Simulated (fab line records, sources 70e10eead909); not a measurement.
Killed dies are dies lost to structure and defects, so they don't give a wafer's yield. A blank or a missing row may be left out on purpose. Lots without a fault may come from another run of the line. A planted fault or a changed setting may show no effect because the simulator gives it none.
A struck lot beside a sound one | flow nand_harc | 15 steps out of a route of 1302
Sound: wafers L685.1, L685.2, L685.4. Struck: wafers L693.1, L693.2, L693.4. The cause comes at the end.
At each step with rows: each side's tool, then ch and its chambers, then its first start. Under that, the readings that differ: sound wafers | struck wafers | difference of the means | sigmas: that difference in standard deviations of wafers without a fault.
alike: readings whose means differ by less than 2 such deviations, and words and numbers that are the same on both sides. not compared: withheld readings, readings that some wafer has no value for, bounds like >300 that may hide the same value, and numbers for which the record gives no deviation and whose values overlap.
The two part at a step that has a row with sigmas, a row that says differs or no value, or rows on one side only. Numbers that don't overlap but have no deviation are shown without sigmas and don't part them. A reading that every wafer of one side lacks parts them only if that side has two wafers or more.

first, 1 step without rows for these wafers: NHARC_A_ONON_D1_DEP_12 (target thk 1000 nm).
NHARC_A_ONON_D1_THK_MEAS_14: measures by ellipsometry.
  sound on film_metro-02, day 12 06:19; struck on film_metro-01, day 15 16:02
  alike: thk_nm
then, 2 steps without rows for these wafers: NHARC_A_ONON_D1_ANNEAL_15 (time 3600 s); NHARC_A_ONON_D1_DEP_16 (target thk 1000 nm).
NHARC_A_ONON_D1_THK_MEAS_18: measures by ellipsometry.
  sound on film_metro-01, day 12 14:08; struck on film_metro-01, day 16 00:08
  alike: thk_nm
then, 1 step without rows for these wafers: NHARC_A_ONON_D1_DEP_19 (target thk 1000 nm).
NHARC_A_ONON_D1_THK_MEAS_21: measures by ellipsometry.
  sound on film_metro-01, day 12 14:41; struck on film_metro-01, day 16 00:43
  alike: thk_nm
then, 1 step without rows for these wafers: NHARC_A_ONON_D1_DEP_22 (target thk 1000 nm).
NHARC_A_ONON_D1_THK_MEAS_24: measures by ellipsometry.
  sound on film_metro-02, day 12 15:16; struck on film_metro-02, day 16 01:17
  alike: thk_nm
then, 1 step without rows for these wafers: NHARC_A_ONON_D1_DEP_25 (target thk 1000 nm).
NHARC_A_ONON_D1_THK_MEAS_27: measures by ellipsometry.
  sound on film_metro-02, day 12 15:50; struck on film_metro-01, day 16 01:51
  alike: thk_nm
NHARC_A_ONON_D1_DEP_28: target thk 1000 nm.
  sound on pecvd_onon-02 ch 0, day 12 15:53; struck on pecvd_onon-02 ch 0, day 16 01:54
NHARC_A_ONON_D1_THK_MEAS_30: measures by ellipsometry.
  sound on film_metro-02, day 12 16:24; struck on film_metro-02, day 16 02:25
  reading     | sound          | struck         | difference | sigmas
  thk_nm (nm) | 1022 1019 1021 | 1494 1494 1494 | +473       | +36
NHARC_A_ONON_D1_DEP_33: deposits SiO2, target thk 200 nm.
  sound on pecvd-03 ch 1,2, day 12 16:28; struck on pecvd-02 ch 0,2, day 16 02:28
  reading            | sound       | struck      | difference | sigmas
  heater_power_w (W) | 459 342 468 | 595 744 765 | +278       | +2
  alike: throttle_valve_pct
-- the record jumps here: 17 days lie between the struck wafers' starts before and after (it left off in module A_ONON_D1 and takes up again in module END, whose first step shown is number 1302 of the route) --
NHARC_END_SORT_01:
  the record has rows for the struck wafers here (prober-02 ch 0, day 33 05:56) and none for the sound ones

WHERE THEY PART
First at NHARC_A_ONON_D1_THK_MEAS_30; last, within this record, at NHARC_END_SORT_01.

WHY: what the simulator had put in
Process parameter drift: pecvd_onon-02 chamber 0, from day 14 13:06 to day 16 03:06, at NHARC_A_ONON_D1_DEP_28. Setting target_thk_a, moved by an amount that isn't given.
